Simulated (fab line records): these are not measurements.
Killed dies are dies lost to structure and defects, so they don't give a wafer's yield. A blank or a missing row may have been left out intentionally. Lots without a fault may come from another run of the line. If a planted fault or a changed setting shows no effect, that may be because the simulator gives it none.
fab line records :: flow nand-harc
record:
  lots: 14
  wafers: 42
  last-day: 33
route steps=1302 shown A_M0@1167 A_M1@1195 THIN_TSV@1294
lots that met no fault: taken from a fault-free run of the same line
start-h: start of the lot's first displayed wafer, in hours after the record's first day :: wait-h: how many hours have passed since the lot's step before this one :: " the same as in the row above :: L1.1+2: a row that stands for several wafers :: - no value, or no start given :: * or withheld: withheld :: < > ~ a bound
route shown NAME@n: a module of which the file shows steps, and the number in the route of the first :: usual: average and standard deviation across the fault-free wafers :: same: alike in all rows :: chamber/n: place in a boat :: sites: per-site readings :: _std_site: the standard deviation of these :: _edge_site: mean of outer sites minus mean of inner sites :: radius-mm: for every site, how far away it sits from the centre of the wafer :: mask NAME#n: copy n :: behind: the most recent tool/chamber to have shaped the wafer :: hold: what put the lot on hold/how long, in hours/how the hold closed :: device: the n, p or np transistor that did not switch :: end of line: tests of these same wafers at the route's end :: where a step has no rows: the recipe by itself :: killed: dies lost to structure and defects at the first sort, not the wafer's yield :: map: a wafer's dies, x killed, . not, _ none there
set.NAME: the setting the step ran with; set.NAME@STEP: the setting that earlier step ran with :: model.NAME: the simulator's own value behind a step, which no gauge read
one table for each step of the route and one row for each wafer, over a sample of lots
services: the hour from which a tool's chamber was out of use, counted from the record's first day as start-h (under 0 if before that day), plus the number of hours and why
== steps ==
step: NHARC_A_M0_PRE_CLEAN_31
recipe:
  time-s: 12
  temp-c: 370
  rf-power-w: 300
  gas: NH3
usual:
  heater-power-w: 601/88
lot.wafer: L951.1
tool: pecvd-04
chamber: 1
start-h: 535.27
wait-h: 0.1
heater-power-w: 564
since-wet-clean-h: 72

lot.wafer: L951.3
tool: pecvd-04
chamber: 2
start-h: 535.27
wait-h: 0.1
heater-power-w: 503
since-wet-clean-h: 72

lot.wafer: L951.5
tool: pecvd-04
chamber: 2
start-h: 535.27
wait-h: 0.1
heater-power-w: 510
since-wet-clean-h: -

lot.wafer: L953.3
tool: pecvd-04
chamber: 1
start-h: 538.52
wait-h: 0.1
heater-power-w: 580
since-wet-clean-h: 75

lot.wafer: L953.1
tool: pecvd-04
chamber: 2
start-h: 538.52
wait-h: 0.1
heater-power-w: 579
since-wet-clean-h: 75

lot.wafer: L953.4
tool: pecvd-04
chamber: 2
start-h: 538.52
wait-h: 0.1
heater-power-w: 578
since-wet-clean-h: -

lot.wafer: L954.1
tool: pecvd-02
chamber: 2
start-h: 574.61
wait-h: 0.1
heater-power-w: 782
since-wet-clean-h: 154

lot.wafer: L954.2
tool: pecvd-02
chamber: 1
start-h: 574.61
wait-h: 0.1
heater-power-w: 594
since-wet-clean-h: 154

lot.wafer: L954.6
tool: pecvd-02
chamber: 1
start-h: 574.61
wait-h: 0.1
heater-power-w: 598
since-wet-clean-h: -

lot.wafer: L955.2
tool: pecvd-04
chamber: 0
start-h: 599.61
wait-h: 0.1
heater-power-w: 750
since-wet-clean-h: 136

lot.wafer: L955.6
tool: pecvd-04
chamber: 0
start-h: 599.61
wait-h: 0.1
heater-power-w: 739
since-wet-clean-h: -

lot.wafer: L955.4
tool: pecvd-04
chamber: 2
start-h: 599.61
wait-h: 0.1
heater-power-w: 512
since-wet-clean-h: -

lot.wafer: L956.3
tool: pecvd-04
chamber: 0
start-h: 602.28
wait-h: 0.1
heater-power-w: 705
since-wet-clean-h: 139

lot.wafer: L956.6
tool: pecvd-04
chamber: 2
start-h: 602.28
wait-h: 0.1
heater-power-w: 493
since-wet-clean-h: -

lot.wafer: L956.5
tool: pecvd-04
chamber: 0
start-h: 602.28
wait-h: 0.1
heater-power-w: 696
since-wet-clean-h: -

lot.wafer: L958.2
tool: pecvd-04
chamber: 0
start-h: 605.05
wait-h: 0.1
heater-power-w: 626
since-wet-clean-h: 142

lot.wafer: L958.3
tool: pecvd-04
chamber: 1
start-h: 605.05
wait-h: 0.1
heater-power-w: 559
since-wet-clean-h: 142

lot.wafer: L958.6
tool: pecvd-04
chamber: 0
start-h: 605.05
wait-h: 0.1
heater-power-w: 642
since-wet-clean-h: -

lot.wafer: L960.3
tool: pecvd-04
chamber: 2
start-h: 614.27
wait-h: 0.1
heater-power-w: 604
since-wet-clean-h: 151

lot.wafer: L960.1
tool: pecvd-04
chamber: 0
start-h: 614.27
wait-h: 0.1
heater-power-w: 767
since-wet-clean-h: 151

lot.wafer: L960.5
tool: pecvd-04
chamber: 1
start-h: 614.27
wait-h: 0.1
heater-power-w: 579
since-wet-clean-h: -

lot.wafer: L961.1
tool: pecvd-03
chamber: 1
start-h: 628.49
wait-h: 0.1
heater-power-w: 467
since-wet-clean-h: 68

lot.wafer: L961.3
tool: pecvd-03
chamber: 2
start-h: 628.49
wait-h: 0.1
heater-power-w: 651
since-wet-clean-h: 68

lot.wafer: L961.5
tool: pecvd-03
chamber: 0
start-h: 628.49
wait-h: 0.1
heater-power-w: 669
since-wet-clean-h: -

lot.wafer: L962.2
tool: pecvd-03
chamber: 1
start-h: 650.08
wait-h: 0.1
heater-power-w: 567
since-wet-clean-h: 90

lot.wafer: L962.3
tool: pecvd-03
chamber: 2
start-h: 650.08
wait-h: 0.1
heater-power-w: 562
since-wet-clean-h: 90

lot.wafer: L962.6
tool: pecvd-03
chamber: 1
start-h: 650.08
wait-h: 0.1
heater-power-w: 565
since-wet-clean-h: -

lot.wafer: L966.3
tool: pecvd-03
chamber: 2
start-h: 665.01
wait-h: 0.1
heater-power-w: 628
since-wet-clean-h: 105

lot.wafer: L966.5
tool: pecvd-03
chamber: 1
start-h: 665.01
wait-h: 0.1
heater-power-w: 490
since-wet-clean-h: -

lot.wafer: L966.6
tool: pecvd-03
chamber: 2
start-h: 665.01
wait-h: 0.1
heater-power-w: 622
since-wet-clean-h: -

lot.wafer: L967.1
tool: pecvd-03
chamber: 0
start-h: 688.87
wait-h: 0.1
heater-power-w: 763
since-wet-clean-h: 129

lot.wafer: L967.2
tool: pecvd-03
chamber: 1
start-h: 688.87
wait-h: 0.1
heater-power-w: 535
since-wet-clean-h: 129

lot.wafer: L967.4
tool: pecvd-03
chamber: 0
start-h: 688.87
wait-h: 0.1
heater-power-w: 735
since-wet-clean-h: -

lot.wafer: L968.4
tool: pecvd-03
chamber: 2
start-h: 706.88
wait-h: 0.1
heater-power-w: 601
since-wet-clean-h: -

lot.wafer: L968.5
tool: pecvd-03
chamber: 0
start-h: 706.88
wait-h: 0.1
heater-power-w: 712
since-wet-clean-h: -

lot.wafer: L968.6
tool: pecvd-03
chamber: 1
start-h: 706.88
wait-h: 0.1
heater-power-w: 529
since-wet-clean-h: -

lot.wafer: L971.1
tool: pecvd-02
chamber: 1
start-h: 724.41
wait-h: 0.1
heater-power-w: 539
since-wet-clean-h: 122

lot.wafer: L971.5
tool: pecvd-02
chamber: 0
start-h: 724.41
wait-h: 0.1
heater-power-w: 517
since-wet-clean-h: -

lot.wafer: L971.4
tool: pecvd-02
chamber: 2
start-h: 724.41
wait-h: 0.1
heater-power-w: 723
since-wet-clean-h: -

lot.wafer: L974.1
tool: pecvd-02
chamber: 2
start-h: 751.66
wait-h: 0.1
heater-power-w: 670
since-wet-clean-h: 150

lot.wafer: L974.3
tool: pecvd-02
chamber: 1
start-h: 751.66
wait-h: 0.1
heater-power-w: 495
since-wet-clean-h: 150

lot.wafer: L974.4
tool: pecvd-02
chamber: 0
start-h: 751.66
wait-h: 0.1
heater-power-w: 498
since-wet-clean-h: -
step: NHARC_A_M1_CMP_23
recipe:
  t-overpolish-s: 20
  target-thk-nm: 154.34
usual:
  motor-current-A: 12.3/1.4
  time-to-endpoint-s: 29/4
lot.wafer: L951.1
tool: cmp-01
chamber: 2
start-h: 539.01
wait-h: -
motor-current-A: 12.5
time-to-endpoint-s: 30

lot.wafer: L951.3
tool: cmp-01
chamber: 3
start-h: 539.01
wait-h: -
motor-current-A: 10.4
time-to-endpoint-s: 33

lot.wafer: L951.5
tool: cmp-01
chamber: 3
start-h: 539.01
wait-h: -
motor-current-A: 10.2
time-to-endpoint-s: 35

lot.wafer: L953.4
tool: cmp-03
chamber: 0
start-h: 542.01
wait-h: -
motor-current-A: 13.4
time-to-endpoint-s: 25

lot.wafer: L953.3
tool: cmp-03
chamber: 1
start-h: 542.01
wait-h: -
motor-current-A: 14.1
time-to-endpoint-s: 24

lot.wafer: L953.1
tool: cmp-03
chamber: 3
start-h: 542.01
wait-h: -
motor-current-A: 11.7
time-to-endpoint-s: 23

lot.wafer: L954.2
tool: cmp-03
chamber: 2
start-h: 578.26
wait-h: -
motor-current-A: 10.9
time-to-endpoint-s: 30

lot.wafer: L954.1
tool: cmp-03
chamber: 1
start-h: 578.26
wait-h: -
motor-current-A: 13.3
time-to-endpoint-s: 24

lot.wafer: L954.6
tool: cmp-03
chamber: 2
start-h: 578.26
wait-h: -
motor-current-A: 11.0
time-to-endpoint-s: 30

lot.wafer: L955.2
tool: cmp-03
chamber: 3
start-h: 603.24
wait-h: -
motor-current-A: 12.2
time-to-endpoint-s: 21

lot.wafer: L955.4
tool: cmp-03
chamber: 0
start-h: 603.24
wait-h: -
motor-current-A: 12.4
time-to-endpoint-s: 21

lot.wafer: L955.6
tool: cmp-03
chamber: 3
start-h: 603.24
wait-h: -
motor-current-A: 11.8
time-to-endpoint-s: 26

lot.wafer: L956.3
tool: cmp-01
chamber: 0
start-h: 605.97
wait-h: -
motor-current-A: 9.9
time-to-endpoint-s: 27

lot.wafer: L956.6
tool: cmp-01
chamber: 1
start-h: 605.97
wait-h: -
motor-current-A: 13.6
time-to-endpoint-s: 32

lot.wafer: L956.5
tool: cmp-01
chamber: 2
start-h: 605.97
wait-h: -
motor-current-A: 12.6
time-to-endpoint-s: 27

lot.wafer: L958.3
tool: cmp-01
chamber: 1
start-h: 608.68
wait-h: -
motor-current-A: 12.8
time-to-endpoint-s: 34

lot.wafer: L958.2
tool: cmp-01
chamber: 3
start-h: 608.68
wait-h: -
motor-current-A: 10.3
time-to-endpoint-s: 29

lot.wafer: L958.6
tool: cmp-01
chamber: 1
start-h: 608.68
wait-h: -
motor-current-A: 13.2
time-to-endpoint-s: 32

lot.wafer: L960.3
tool: cmp-04
chamber: 0
start-h: 617.89
wait-h: -
motor-current-A: 10.6
time-to-endpoint-s: 27

lot.wafer: L960.1
tool: cmp-04
chamber: 2
start-h: 617.89
wait-h: -
motor-current-A: 13.3
time-to-endpoint-s: 26

lot.wafer: L960.5
tool: cmp-04
chamber: 1
start-h: 617.89
wait-h: -
motor-current-A: 15.2
time-to-endpoint-s: 29

lot.wafer: L961.3
tool: cmp-04
chamber: 1
start-h: 632.11
wait-h: -
motor-current-A: 15.5
time-to-endpoint-s: 29

lot.wafer: L961.1
tool: cmp-04
chamber: 2
start-h: 632.11
wait-h: -
motor-current-A: 12.7
time-to-endpoint-s: 24

lot.wafer: L961.5
tool: cmp-04
chamber: 2
start-h: 632.11
wait-h: -
motor-current-A: 12.8
time-to-endpoint-s: 29

lot.wafer: L962.2
tool: cmp-01
chamber: 0
start-h: 653.70
wait-h: -
motor-current-A: 11.0
time-to-endpoint-s: 25

lot.wafer: L962.3
tool: cmp-01
chamber: 2
start-h: 653.70
wait-h: -
motor-current-A: 13.5
time-to-endpoint-s: 23

lot.wafer: L962.6
tool: cmp-01
chamber: 0
start-h: 653.70
wait-h: -
motor-current-A: 10.6
time-to-endpoint-s: 24

lot.wafer: L966.3
tool: cmp-04
chamber: 2
start-h: 668.57
wait-h: -
motor-current-A: 12.3
time-to-endpoint-s: 24

lot.wafer: L966.6
tool: cmp-04
chamber: 3
start-h: 668.57
wait-h: -
motor-current-A: 11.3
time-to-endpoint-s: 28

lot.wafer: L966.5
tool: cmp-04
chamber: 0
start-h: 668.57
wait-h: -
motor-current-A: 11.2
time-to-endpoint-s: 25

lot.wafer: L967.1
tool: cmp-01
chamber: 1
start-h: 692.45
wait-h: -
motor-current-A: 12.6
time-to-endpoint-s: 38

lot.wafer: L967.4
tool: cmp-01
chamber: 2
start-h: 692.45
wait-h: -
motor-current-A: 13.0
time-to-endpoint-s: 28

lot.wafer: L967.2
tool: cmp-01
chamber: 0
start-h: 692.45
wait-h: -
motor-current-A: 10.0
time-to-endpoint-s: 29

lot.wafer: L968.4
tool: cmp-04
chamber: 2
start-h: 710.38
wait-h: -
motor-current-A: 13.1
time-to-endpoint-s: 29

lot.wafer: L968.5
tool: cmp-04
chamber: 1
start-h: 710.38
wait-h: -
motor-current-A: 15.7
time-to-endpoint-s: 31

lot.wafer: L968.6
tool: cmp-04
chamber: 2
start-h: 710.38
wait-h: -
motor-current-A: 12.7
time-to-endpoint-s: 27

lot.wafer: L971.4
tool: cmp-01
chamber: 1
start-h: 727.88
wait-h: -
motor-current-A: 13.6
time-to-endpoint-s: 39

lot.wafer: L971.1
tool: cmp-01
chamber: 2
start-h: 727.88
wait-h: -
motor-current-A: 13.5
time-to-endpoint-s: 31

lot.wafer: L971.5
tool: cmp-01
chamber: 2
start-h: 727.88
wait-h: -
motor-current-A: 13.1
time-to-endpoint-s: 28

lot.wafer: L974.1
tool: cmp-01
chamber: 2
start-h: 755.31
wait-h: -
motor-current-A: 13.5
time-to-endpoint-s: 30

lot.wafer: L974.3
tool: cmp-01
chamber: 3
start-h: 755.31
wait-h: -
motor-current-A: 10.5
time-to-endpoint-s: 35

lot.wafer: L974.4
tool: cmp-01
chamber: 0
start-h: 755.31
wait-h: -
motor-current-A: 10.8
time-to-endpoint-s: 30
step: NHARC_A_M1_THK_MEAS_24
recipe:
  thk-meas-gauge: xrf
usual:
  thk-nm: 154.3/1.8
lot.wafer: L951.1
tool: film-metro-01
chamber: -
start-h: 539.32
wait-h: -
thk-nm: 155.4

lot.wafer: L951.3
tool: film-metro-01
chamber: -
start-h: 539.32
wait-h: -
thk-nm: 155.8

lot.wafer: L951.5
tool: film-metro-01
chamber: -
start-h: 539.32
wait-h: -
thk-nm: 155.7

lot.wafer: L953.1
tool: film-metro-01
chamber: -
start-h: 542.32
wait-h: -
thk-nm: 154.0

lot.wafer: L953.3
tool: film-metro-01
chamber: -
start-h: 542.32
wait-h: -
thk-nm: 154.2

lot.wafer: L953.4
tool: film-metro-01
chamber: -
start-h: 542.32
wait-h: -
thk-nm: 152.4

lot.wafer: L954.1
tool: film-metro-02
chamber: -
start-h: 578.57
wait-h: -
thk-nm: 151.5

lot.wafer: L954.2
tool: film-metro-02
chamber: -
start-h: 578.57
wait-h: -
thk-nm: 154.5

lot.wafer: L954.6
tool: film-metro-02
chamber: -
start-h: 578.57
wait-h: -
thk-nm: 155.9

lot.wafer: L955.2
tool: film-metro-02
chamber: -
start-h: 603.56
wait-h: -
thk-nm: 153.9

lot.wafer: L955.4
tool: film-metro-02
chamber: -
start-h: 603.56
wait-h: -
thk-nm: 151.0

lot.wafer: L955.6
tool: film-metro-02
chamber: -
start-h: 603.56
wait-h: -
thk-nm: 154.2

lot.wafer: L956.3
tool: film-metro-01
chamber: -
start-h: 606.20
wait-h: -
thk-nm: 151.9

lot.wafer: L956.5
tool: film-metro-01
chamber: -
start-h: 606.20
wait-h: -
thk-nm: 152.2

lot.wafer: L956.6
tool: film-metro-01
chamber: -
start-h: 606.20
wait-h: -
thk-nm: 156.8

lot.wafer: L958.2
tool: film-metro-01
chamber: -
start-h: 608.96
wait-h: -
thk-nm: 152.3

lot.wafer: L958.3
tool: film-metro-01
chamber: -
start-h: 608.96
wait-h: -
thk-nm: 156.1

lot.wafer: L958.6
tool: film-metro-01
chamber: -
start-h: 608.96
wait-h: -
thk-nm: 158.1

lot.wafer: L960.1
tool: film-metro-02
chamber: -
start-h: 618.20
wait-h: -
thk-nm: 154.7

lot.wafer: L960.3
tool: film-metro-02
chamber: -
start-h: 618.20
wait-h: -
thk-nm: 153.9

lot.wafer: L960.5
tool: film-metro-02
chamber: -
start-h: 618.20
wait-h: -
thk-nm: 154.4

lot.wafer: L961.1
tool: film-metro-01
chamber: -
start-h: 632.42
wait-h: -
thk-nm: 152.8

lot.wafer: L961.3
tool: film-metro-01
chamber: -
start-h: 632.42
wait-h: -
thk-nm: 156.3

lot.wafer: L961.5
tool: film-metro-01
chamber: -
start-h: 632.42
wait-h: -
thk-nm: 153.2

lot.wafer: L962.2
tool: film-metro-02
chamber: -
start-h: 654.01
wait-h: -
thk-nm: 153.7

lot.wafer: L962.3
tool: film-metro-02
chamber: -
start-h: 654.01
wait-h: -
thk-nm: 151.5

lot.wafer: L962.6
tool: film-metro-02
chamber: -
start-h: 654.01
wait-h: -
thk-nm: 153.3

lot.wafer: L966.3
tool: film-metro-01
chamber: -
start-h: 668.80
wait-h: -
thk-nm: 153.5

lot.wafer: L966.5
tool: film-metro-01
chamber: -
start-h: 668.80
wait-h: -
thk-nm: 153.6

lot.wafer: L966.6
tool: film-metro-01
chamber: -
start-h: 668.80
wait-h: -
thk-nm: 153.2

lot.wafer: L967.1
tool: film-metro-02
chamber: -
start-h: 692.76
wait-h: -
thk-nm: 158.5

lot.wafer: L967.2
tool: film-metro-02
chamber: -
start-h: 692.76
wait-h: -
thk-nm: 155.1

lot.wafer: L967.4
tool: film-metro-02
chamber: -
start-h: 692.76
wait-h: -
thk-nm: 155.3

lot.wafer: L968.4
tool: film-metro-02
chamber: -
start-h: 710.67
wait-h: -
thk-nm: 155.4

lot.wafer: L968.5
tool: film-metro-02
chamber: -
start-h: 710.67
wait-h: -
thk-nm: 155.6

lot.wafer: L968.6
tool: film-metro-02
chamber: -
start-h: 710.67
wait-h: -
thk-nm: 151.8

lot.wafer: L971.1
tool: film-metro-01
chamber: -
start-h: 728.20
wait-h: -
thk-nm: 154.6

lot.wafer: L971.4
tool: film-metro-01
chamber: -
start-h: 728.20
wait-h: -
thk-nm: 156.6

lot.wafer: L971.5
tool: film-metro-01
chamber: -
start-h: 728.20
wait-h: -
thk-nm: 154.3

lot.wafer: L974.1
tool: film-metro-02
chamber: -
start-h: 755.62
wait-h: -
thk-nm: 153.4

lot.wafer: L974.3
tool: film-metro-02
chamber: -
start-h: 755.62
wait-h: -
thk-nm: 155.3

lot.wafer: L974.4
tool: film-metro-02
chamber: -
start-h: 755.62
wait-h: -
thk-nm: 153.3
step: NHARC_THIN_TSV_ETCH_59
recipe:
  target-depth-a: 8800
  icp-w: 900
  bias-w: 100
  Cl2_flow_sccm: 60
  bcl3-flow-sccm: 30
  time-s: 138.1
  chemistry: Cl2/BCl3
usual:
  drypump-motor-current-A: 5.54/0.24
  oes-product-au: 1.003/0.012
  throttle-valve-pct: 22.265/0.0093
lot.wafer: L951.1
tool: rie-metal-01
chamber: 1
start-h: 562.50
wait-h: 0.1
drypump-motor-current-A: 5.83
oes-product-au: 1.011
rf-hours-counter-h: 2.6
throttle-valve-pct: 22.268

lot.wafer: L951.3
tool: rie-metal-01
chamber: 0
start-h: 562.50
wait-h: 0.1
drypump-motor-current-A: 5.41
oes-product-au: 0.995
rf-hours-counter-h: -
throttle-valve-pct: 22.272

lot.wafer: L951.5
tool: rie-metal-01
chamber: 0
start-h: 562.50
wait-h: 0.1
drypump-motor-current-A: 5.39
oes-product-au: 0.992
rf-hours-counter-h: -
throttle-valve-pct: 22.274

lot.wafer: L953.1
tool: rie-metal-02
chamber: 1
start-h: 563.89
wait-h: 0.1
drypump-motor-current-A: 5.79
oes-product-au: 0.998
rf-hours-counter-h: 1.8
throttle-valve-pct: 22.266

lot.wafer: L953.3
tool: rie-metal-02
chamber: 1
start-h: 563.89
wait-h: 0.1
drypump-motor-current-A: 5.76
oes-product-au: 0.999
rf-hours-counter-h: -
throttle-valve-pct: 22.281

lot.wafer: L953.4
tool: rie-metal-02
chamber: 0
start-h: 563.89
wait-h: 0.1
drypump-motor-current-A: 5.70
oes-product-au: 1.001
rf-hours-counter-h: -
throttle-valve-pct: 22.254

lot.wafer: L954.2
tool: rie-metal-02
chamber: 1
start-h: 602.03
wait-h: 0.1
drypump-motor-current-A: 5.74
oes-product-au: 1.006
rf-hours-counter-h: 2.5
throttle-valve-pct: 22.260

lot.wafer: L954.1
tool: rie-metal-02
chamber: 0
start-h: 602.03
wait-h: 0.1
drypump-motor-current-A: 5.69
oes-product-au: 1.009
rf-hours-counter-h: 2.5
throttle-valve-pct: 22.268

lot.wafer: L954.6
tool: rie-metal-02
chamber: 0
start-h: 602.03
wait-h: 0.1
drypump-motor-current-A: 5.70
oes-product-au: 1.000
rf-hours-counter-h: -
throttle-valve-pct: 22.272

lot.wafer: L955.2
tool: rie-metal-03
chamber: 0
start-h: 628.86
wait-h: 0.2
drypump-motor-current-A: 5.28
oes-product-au: 1.007
rf-hours-counter-h: 1.2
throttle-valve-pct: 22.270

lot.wafer: L955.4
tool: rie-metal-03
chamber: 0
start-h: 628.86
wait-h: 0.2
drypump-motor-current-A: 5.27
oes-product-au: 1.004
rf-hours-counter-h: -
throttle-valve-pct: 22.269

lot.wafer: L955.6
tool: rie-metal-03
chamber: 1
start-h: 628.86
wait-h: 0.2
drypump-motor-current-A: 5.17
oes-product-au: 1.028
rf-hours-counter-h: -
throttle-valve-pct: 22.252

lot.wafer: L956.3
tool: rie-metal-01
chamber: 1
start-h: 629.88
wait-h: 0.2
drypump-motor-current-A: 5.83
oes-product-au: 1.009
rf-hours-counter-h: -
throttle-valve-pct: 22.260

lot.wafer: L956.6
tool: rie-metal-01
chamber: 0
start-h: 629.88
wait-h: 0.2
drypump-motor-current-A: 5.39
oes-product-au: 0.988
rf-hours-counter-h: -
throttle-valve-pct: 22.266

lot.wafer: L956.5
tool: rie-metal-01
chamber: 1
start-h: 629.88
wait-h: 0.2
drypump-motor-current-A: 5.82
oes-product-au: 1.005
rf-hours-counter-h: -
throttle-valve-pct: 22.254

lot.wafer: L958.2
tool: rie-metal-01
chamber: 0
start-h: 632.37
wait-h: 0.2
drypump-motor-current-A: 5.40
oes-product-au: 0.982
rf-hours-counter-h: 0.6
throttle-valve-pct: 22.278

lot.wafer: L958.3
tool: rie-metal-01
chamber: 0
start-h: 632.37
wait-h: 0.2
drypump-motor-current-A: 5.41
oes-product-au: 0.996
rf-hours-counter-h: -
throttle-valve-pct: 22.269

lot.wafer: L958.6
tool: rie-metal-01
chamber: 0
start-h: 632.37
wait-h: 0.2
drypump-motor-current-A: 5.38
oes-product-au: 0.995
rf-hours-counter-h: -
throttle-valve-pct: 22.257

lot.wafer: L960.1
tool: rie-metal-02
chamber: 0
start-h: 641.30
wait-h: 0.1
drypump-motor-current-A: 5.68
oes-product-au: 0.984
rf-hours-counter-h: 0.0
throttle-valve-pct: 22.269

lot.wafer: L960.3
tool: rie-metal-02
chamber: 1
start-h: 641.30
wait-h: 0.1
drypump-motor-current-A: 5.75
oes-product-au: 0.997
rf-hours-counter-h: -
throttle-valve-pct: 22.264

lot.wafer: L960.5
tool: rie-metal-02
chamber: 0
start-h: 641.30
wait-h: 0.1
drypump-motor-current-A: 5.71
oes-product-au: 0.992
rf-hours-counter-h: -
throttle-valve-pct: 22.247

lot.wafer: L961.1
tool: rie-metal-03
chamber: 1
start-h: 655.46
wait-h: 0.1
drypump-motor-current-A: 5.15
oes-product-au: 1.021
rf-hours-counter-h: 1.8
throttle-valve-pct: 22.253

lot.wafer: L961.3
tool: rie-metal-03
chamber: 1
start-h: 655.46
wait-h: 0.1
drypump-motor-current-A: 5.16
oes-product-au: 1.023
rf-hours-counter-h: -
throttle-valve-pct: 22.248

lot.wafer: L961.5
tool: rie-metal-03
chamber: 1
start-h: 655.46
wait-h: 0.1
drypump-motor-current-A: 5.14
oes-product-au: 1.026
rf-hours-counter-h: -
throttle-valve-pct: 22.258

lot.wafer: L962.2
tool: rie-metal-01
chamber: 0
start-h: 679.86
wait-h: 0.1
drypump-motor-current-A: 5.39
oes-product-au: 0.973
rf-hours-counter-h: 1.4
throttle-valve-pct: 22.275

lot.wafer: L962.3
tool: rie-metal-01
chamber: 0
start-h: 679.86
wait-h: 0.1
drypump-motor-current-A: 5.38
oes-product-au: 0.996
rf-hours-counter-h: -
throttle-valve-pct: 22.260

lot.wafer: L962.6
tool: rie-metal-01
chamber: 1
start-h: 679.86
wait-h: 0.1
drypump-motor-current-A: 5.83
oes-product-au: 0.990
rf-hours-counter-h: -
throttle-valve-pct: 22.270

lot.wafer: L966.3
tool: rie-metal-03
chamber: 0
start-h: 693.46
wait-h: 0.2
drypump-motor-current-A: 5.30
oes-product-au: 1.010
rf-hours-counter-h: -
throttle-valve-pct: 22.269

lot.wafer: L966.6
tool: rie-metal-03
chamber: 0
start-h: 693.46
wait-h: 0.2
drypump-motor-current-A: 5.30
oes-product-au: 1.005
rf-hours-counter-h: -
throttle-valve-pct: 22.272

lot.wafer: L966.5
tool: rie-metal-03
chamber: 1
start-h: 693.46
wait-h: 0.2
drypump-motor-current-A: 5.14
oes-product-au: 1.028
rf-hours-counter-h: -
throttle-valve-pct: 22.265

lot.wafer: L967.2
tool: rie-metal-01
chamber: 0
start-h: 716.90
wait-h: 0.1
drypump-motor-current-A: 5.41
oes-product-au: 0.973
rf-hours-counter-h: 2.1
throttle-valve-pct: 22.250

lot.wafer: L967.1
tool: rie-metal-01
chamber: 1
start-h: 716.90
wait-h: 0.1
drypump-motor-current-A: 5.83
oes-product-au: 1.011
rf-hours-counter-h: 2.6
throttle-valve-pct: 22.279

lot.wafer: L967.4
tool: rie-metal-01
chamber: 1
start-h: 716.90
wait-h: 0.1
drypump-motor-current-A: 5.84
oes-product-au: 1.001
rf-hours-counter-h: -
throttle-valve-pct: 22.265

lot.wafer: L968.4
tool: rie-metal-02
chamber: 0
start-h: 734.84
wait-h: 0.2
drypump-motor-current-A: 5.69
oes-product-au: 0.935
rf-hours-counter-h: -
throttle-valve-pct: 22.276

lot.wafer: L968.6
tool: rie-metal-02
chamber: 1
start-h: 734.84
wait-h: 0.2
drypump-motor-current-A: 5.71
oes-product-au: 1.013
rf-hours-counter-h: -
throttle-valve-pct: 22.275

lot.wafer: L968.5
tool: rie-metal-02
chamber: 0
start-h: 734.84
wait-h: 0.2
drypump-motor-current-A: 5.72
oes-product-au: 0.933
rf-hours-counter-h: -
throttle-valve-pct: 22.264

lot.wafer: L971.1
tool: rie-metal-02
chamber: 0
start-h: 754.78
wait-h: 0.1
drypump-motor-current-A: 5.68
oes-product-au: 0.926
rf-hours-counter-h: 1.9
throttle-valve-pct: 22.284

lot.wafer: L971.4
tool: rie-metal-02
chamber: 0
start-h: 754.78
wait-h: 0.1
drypump-motor-current-A: 5.70
oes-product-au: 0.926
rf-hours-counter-h: -
throttle-valve-pct: 22.270

lot.wafer: L971.5
tool: rie-metal-02
chamber: 1
start-h: 754.78
wait-h: 0.1
drypump-motor-current-A: 5.76
oes-product-au: 1.014
rf-hours-counter-h: -
throttle-valve-pct: 22.255

lot.wafer: L974.1
tool: rie-metal-01
chamber: 0
start-h: 779.13
wait-h: 0.1
drypump-motor-current-A: 5.40
oes-product-au: 1.003
rf-hours-counter-h: 0.3
throttle-valve-pct: 22.258

lot.wafer: L974.4
tool: rie-metal-01
chamber: 1
start-h: 779.13
wait-h: 0.1
drypump-motor-current-A: 5.83
oes-product-au: 1.006
rf-hours-counter-h: -
throttle-valve-pct: 22.251

lot.wafer: L974.3
tool: rie-metal-01
chamber: 0
start-h: 779.13
wait-h: 0.1
drypump-motor-current-A: 5.40
oes-product-au: 0.993
rf-hours-counter-h: -
throttle-valve-pct: 22.258
== services ==
tool: rie-metal-03
chamber: 0
start-h: 513.37
hours: 3.7
kind: repair

tool: pecvd-02
chamber: 0
start-h: 514.61
hours: 11.8
kind: repair

tool: pecvd-04
chamber: -
start-h: 521.73
hours: 0.7
kind: repair

tool: pecvd-04
chamber: 0
start-h: 530.07
hours: 4.7
kind: repair

tool: cmp-04
chamber: -
start-h: 542.94
hours: 0.5
kind: repair

tool: pecvd-04
chamber: 1
start-h: 543.51
hours: 4.8
kind: repair

tool: pecvd-03
chamber: -
start-h: 547.00
hours: 13.0
kind: pm

tool: rie-metal-01
chamber: -
start-h: 556.75
hours: 0.5
kind: repair

tool: cmp-04
chamber: -
start-h: 564.73
hours: 4.1
kind: repair

tool: rie-metal-01
chamber: 0
start-h: 573.81
hours: 24.2
kind: repair

tool: rie-metal-01
chamber: -
start-h: 575.00
hours: 9.0
kind: pm

tool: pecvd-04
chamber: 2
start-h: 583.16
hours: 2.0
kind: repair

tool: cmp-01
chamber: -
start-h: 587.60
hours: 4.0
kind: pm

tool: pecvd-03
chamber: -
start-h: 595.11
hours: 0.5
kind: repair

tool: cmp-04
chamber: -
start-h: 601.93
hours: 4.0
kind: pm

tool: rie-metal-02
chamber: -
start-h: 631.07
hours: 9.0
kind: pm

tool: pecvd-04
chamber: -
start-h: 631.27
hours: 13.0
kind: pm

tool: cmp-01
chamber: -
start-h: 655.71
hours: 3.8
kind: repair

tool: cmp-01
chamber: -
start-h: 685.60
hours: 4.0
kind: pm

tool: cmp-04
chamber: -
start-h: 699.93
hours: 4.0
kind: pm

tool: cmp-04
chamber: -
start-h: 712.92
hours: 1.9
kind: repair

tool: pecvd-03
chamber: -
start-h: 728.03
hours: 13.0
kind: pm

tool: cmp-04
chamber: -
start-h: 741.14
hours: 0.4
kind: repair

tool: rie-metal-01
chamber: -
start-h: 752.00
hours: 9.0
kind: pm
== key ==
first-sign:
  step: NHARC_THIN_TSV_ETCH_59
  reading: oes-product-au
  direction: down
  sigmas: 5.8
  usual: 1.003
  struck: 0.930
effect none on later readings
met-at NHARC_THIN_TSV_ETCH_59
struck-lots L968,L971
struck-wafers L968.4,L968.5,L971.1,L971.4
later-rows-left-out L968.4,L968.5,L971.1,L971.4
sort-left-out L968.4,L968.5,L971.1,L971.4
not-acting-at NHARC_A_M0_PRE_CLEAN_31,NHARC_A_M1_CMP_23,NHARC_A_M1_THK_MEAS_24
onset-between 641.30 734.84
fault:
  kind: process-parameter-drift
  tool: rie-metal-02
  chamber: 0
  onset-h: 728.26
  steps: NHARC_THIN_TSV_ETCH_59
  channel: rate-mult
  offset: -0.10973
  shape: step
  end-h: 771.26
sort-left-out: the simulated sort isn't trusted on such a fault, so these wafers' sort isn't shown, and their yield isn't known
later-rows-left-out: the simulator's readings of these wafers behind a module that went badly wrong aren't trusted and aren't shown, but for the sort
